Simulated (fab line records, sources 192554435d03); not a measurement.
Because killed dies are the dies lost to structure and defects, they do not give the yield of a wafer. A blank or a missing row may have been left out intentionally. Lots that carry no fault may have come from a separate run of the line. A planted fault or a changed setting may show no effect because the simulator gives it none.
Lot-split experiment / flow n5Finfet / on a route of 1938 steps: 7 lots, 21 wafers read

THE SPLIT
At N5_PASSIVATION_ETCH_15 (etches SiCN in CF4/N2, target depth 75 nm, time 81.2 s), the setting biasW was moved away from the recipe's 70 W on 9 of the 21 wafers read, by -12.5% to +17.8%. The other wafers ran this setting at the recipe's value.

The split's own step is where the reading is taken.

THE READING
rfVppV, in V, at N5_PASSIVATION_ETCH_15 (etches SiCN in CF4/N2, target depth 75 nm, time 81.2 s). Typical for fault-free wafers on this fab line: 381.5 V, with standard deviation 2.3 V.

wafer=L077.3; tool, chamber at the split=rieDiel-03, 3; biasW as run, W=81.87; against the recipe=+17.0%; rfVppV, V=417.9; against lot-mates on the recipe=+37.3
wafer=L077.4; tool, chamber at the split=rieDiel-03, 2; biasW as run, W=70; against the recipe=recipe; rfVppV, V=384.8; against lot-mates on the recipe=-
wafer=L077.5; tool, chamber at the split=rieDiel-03, 3; biasW as run, W=70; against the recipe=recipe; rfVppV, V=376.3; against lot-mates on the recipe=-
wafer=L078.2; tool, chamber at the split=rieDiel-03, 3; biasW as run, W=65.7; against the recipe=-6.1%; rfVppV, V=362.9; against lot-mates on the recipe=-20.9
wafer=L078.5; tool, chamber at the split=rieDiel-03, 0; biasW as run, W=65.7; against the recipe=-6.1%; rfVppV, V=369.2; against lot-mates on the recipe=-14.6
wafer=L078.6; tool, chamber at the split=rieDiel-03, 2; biasW as run, W=70; against the recipe=recipe; rfVppV, V=383.8; against lot-mates on the recipe=-
wafer=L082.1; tool, chamber at the split=rieDiel-05, 1; biasW as run, W=61.22; against the recipe=-12.5%; rfVppV, V=350.5; against lot-mates on the recipe=-29.4
wafer=L082.2; tool, chamber at the split=rieDiel-05, 2; biasW as run, W=70; against the recipe=recipe; rfVppV, V=379.9; against lot-mates on the recipe=-
wafer=L082.5; tool, chamber at the split=rieDiel-05, 0; biasW as run, W=61.22; against the recipe=-12.5%; rfVppV, V=349.5; against lot-mates on the recipe=-30.4
wafer=L090.1; tool, chamber at the split=rieDiel-01, 2; biasW as run, W=82.43; against the recipe=+17.8%; rfVppV, V=424.0; against lot-mates on the recipe=+41.8
wafer=L090.3; tool, chamber at the split=rieDiel-01, 0; biasW as run, W=82.43; against the recipe=+17.8%; rfVppV, V=425.0; against lot-mates on the recipe=+42.8
wafer=L090.6; tool, chamber at the split=rieDiel-01, 3; biasW as run, W=70; against the recipe=recipe; rfVppV, V=382.2; against lot-mates on the recipe=-
wafer=L091.1; tool, chamber at the split=rieDiel-03, 1; biasW as run, W=70; against the recipe=recipe; rfVppV, V=382.9; against lot-mates on the recipe=-
wafer=L091.3; tool, chamber at the split=rieDiel-03, 0; biasW as run, W=70; against the recipe=recipe; rfVppV, V=383.3; against lot-mates on the recipe=-
wafer=L091.4; tool, chamber at the split=rieDiel-03, 3; biasW as run, W=70; against the recipe=recipe; rfVppV, V=378.0; against lot-mates on the recipe=-
wafer=L095.1; tool, chamber at the split=rieDiel-03, 3; biasW as run, W=70; against the recipe=recipe; rfVppV, V=377.8; against lot-mates on the recipe=-
wafer=L095.3; tool, chamber at the split=rieDiel-03, 1; biasW as run, W=66.61; against the recipe=-4.8%; rfVppV, V=371.1; against lot-mates on the recipe=-6.7
wafer=L095.5; tool, chamber at the split=rieDiel-03, 1; biasW as run, W=66.61; against the recipe=-4.8%; rfVppV, V=371.7; against lot-mates on the recipe=-6.1
wafer=L097.1; tool, chamber at the split=rieDiel-03, 0; biasW as run, W=70; against the recipe=recipe; rfVppV, V=382.9; against lot-mates on the recipe=-
wafer=L097.2; tool, chamber at the split=rieDiel-03, 3; biasW as run, W=70; against the recipe=recipe; rfVppV, V=377.9; against lot-mates on the recipe=-
wafer=L097.4; tool, chamber at the split=rieDiel-03, 3; biasW as run, W=70; against the recipe=recipe; rfVppV, V=377.1; against lot-mates on the recipe=-

FIT RESULTS
A straight line over all 21 wafers: rfVppV changes by +2.38 V for each +1% of biasW; r = +0.99; the points scatter about the line by 2.8 V.
The same after taking each lot's own level away (the mean of its wafers on the recipe; 21 wafers): +2.34 V for each +1%; r = +0.99; scatter 3 V.
Per that fit: largest biasW move, reading shift of 41 V.
The lots' own levels span 377.80 to 383.80 V, that is 2.6 times the standard deviation above.
Hence the lot-to-lot level has little effect on the slope; both slopes agree.
Check: with one of the wafers moved furthest among these (+17.8%) left out of the fit, the line predicts +41.4 V for it against its lot-mates. Against them it came out at +41.8 V.
Tool readings at the split's step, against how far the setting was moved: rfVppV r = +0.99.

OTHER SPLITS ON THESE WAFERS
Other splits were also applied to these wafers ahead of the reading. Each is held against what the fit with the lots' levels taken away leaves over:
other split on the same wafers=N5_BEOL_M14_EXPOSE_25 doseMj; wafers away from the commonest value=5; r with rfVppV (lot level and that fit taken away)=-0.07
other split on the same wafers=N5_BEOL_M14_TRENCH_ETCH_34 biasW; wafers away from the commonest value=7; r with rfVppV (lot level and that fit taken away)=-0.08
other split on the same wafers=N5_BEOL_M15_DEP_53 timeS; wafers away from the commonest value=8; r with rfVppV (lot level and that fit taken away)=+0.11

FILE'S OWN FIT
rfVppV changes by +2.31 V for each +1% of biasW, r = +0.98.
